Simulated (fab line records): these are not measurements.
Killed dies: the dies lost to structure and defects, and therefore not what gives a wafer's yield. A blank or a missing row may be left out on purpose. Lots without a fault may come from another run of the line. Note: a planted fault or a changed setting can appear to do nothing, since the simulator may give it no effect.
Matching of chambers | flow n5-finfet | N5_FIN_SAQP_ETCH_34 on rie-diel-05: 4 sister chambers
The step etches SiO2 in C4F6/O2, target depth 45 nm, time 15 s. 7 wafers are shown with their chamber, then 7 later ones without.

WAFERS PAIRED WITH THEIR CHAMBERS
wafer  | chamber | drypump-motor-current-A (A) | throttle-valve-pct (%)
L079.3 | 2       | 4.9                         | 20.68
L080.1 | 0       | 5.5                         | 21.35
L090.5 | 0       | 5.5                         | 21.39
L091.1 | 1       | 6.2                         | 21.24
L091.6 | 3       | 5.5                         | 20.80
L092.1 | 1       | 6.2                         | 21.25
L092.3 | 3       | 5.4                         | 20.79

WAFERS WHOSE CHAMBER IS MISSING
wafer  | drypump-motor-current-A (A) | throttle-valve-pct (%)
L092.4 | 4.9                         | 20.70
L095.2 | 6.2                         | 21.26
L095.3 | 5.5                         | 21.41
L095.5 | 5.5                         | 21.41
L097.1 | 5.5                         | 21.42
L097.3 | 5.5                         | 20.81
L097.5 | 5.5                         | 21.39

WHICH CHAMBER EACH WENT THROUGH
wafer  | from the rows above | in truth
L092.4 | 2                   | 2
L095.2 | 1                   | 1
L095.3 | 0                   | 0
L095.5 | 0                   | 0
L097.1 | 0                   | 0
L097.3 | 3                   | 3
L097.5 | 0                   | 0
Correctly placed: 7 of 7. Not placeable from these rows: 0. Number placed wrongly: 0.
How it was worked out, from the rows above alone: a wafer's distance from a chamber is the root of the sum, over the readings, of the square of ((its reading less the chamber's mean) divided by the reading's scatter). If the next closest chamber is less than 2 further off than the closest, the wafer can't be placed; otherwise it belongs to the closest. A chamber's mean is the mean of its shown wafers. The scatter: take each reading less its chamber's mean, square it, sum over the shown wafers, divide by the number of wafers less the number of chambers, and take the root.
